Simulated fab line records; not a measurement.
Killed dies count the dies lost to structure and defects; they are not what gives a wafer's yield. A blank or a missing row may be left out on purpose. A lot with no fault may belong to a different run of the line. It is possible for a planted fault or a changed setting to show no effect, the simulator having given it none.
Chamber matching -- flow nand_harc -- 4 sister chambers for NHARC_A_M0_ETCH_34 on rie_diel-06
The step etches the open film in N2/H2, target depth 40 nm, overetch 12 nm, time 43.94 s. 8 wafers are shown with their chamber, then 10 later ones without.

## WAFERS, EACH WITH ITS CHAMBER
wafer,chamber,showerhead_plenum_p_Torr (Torr),drypump_motor_current_A (A)
L083.1,2,2.03,6.0
L084.1,0,2.15,5.4
L086.6,1,2.19,5.2
L091.1,2,2.03,6.1
L091.3,3,2.19,6.0
L091.4,0,2.14,5.5
L092.2,3,2.19,6.0
L092.3,1,2.18,5.2

## WAFERS WHOSE CHAMBER IS MISSING
wafer,showerhead_plenum_p_Torr (Torr),drypump_motor_current_A (A)
L092.6,2.03,6.0
L096.1,2.18,5.2
L096.2,2.03,6.1
L096.5,2.03,6.1
L096.3,2.14,5.4
L096.4,2.19,6.0
L096.6,2.19,5.9
L097.2,2.03,6.0
L097.3,2.19,5.9
L097.5,2.19,6.0

## WHICH CHAMBER EACH WENT THROUGH
wafer,from the rows above,in truth
L092.6,2,2
L096.1,1,1
L096.2,2,2
L096.5,2,2
L096.3,0,0
L096.4,3,3
L096.6,3,3
L097.2,2,2
L097.3,3,3
L097.5,3,3
Correct placement for 10 of the 10. From these rows, 0 cannot be placed. Wrongly placed: 0.
How it was worked out, from the rows above alone: a wafer's distance from a chamber is the root of the sum, over the readings, of the square of ((its reading less the chamber's mean) divided by the reading's scatter). If the next closest chamber is less than 2 further off than the closest, the wafer can't be placed; otherwise it belongs to the closest. For every chamber, the mean is computed from those of its wafers that are shown. The scatter: the root of (the sum of the squares of (reading less its chamber's mean) over the shown wafers, divided by (wafers less chambers)).
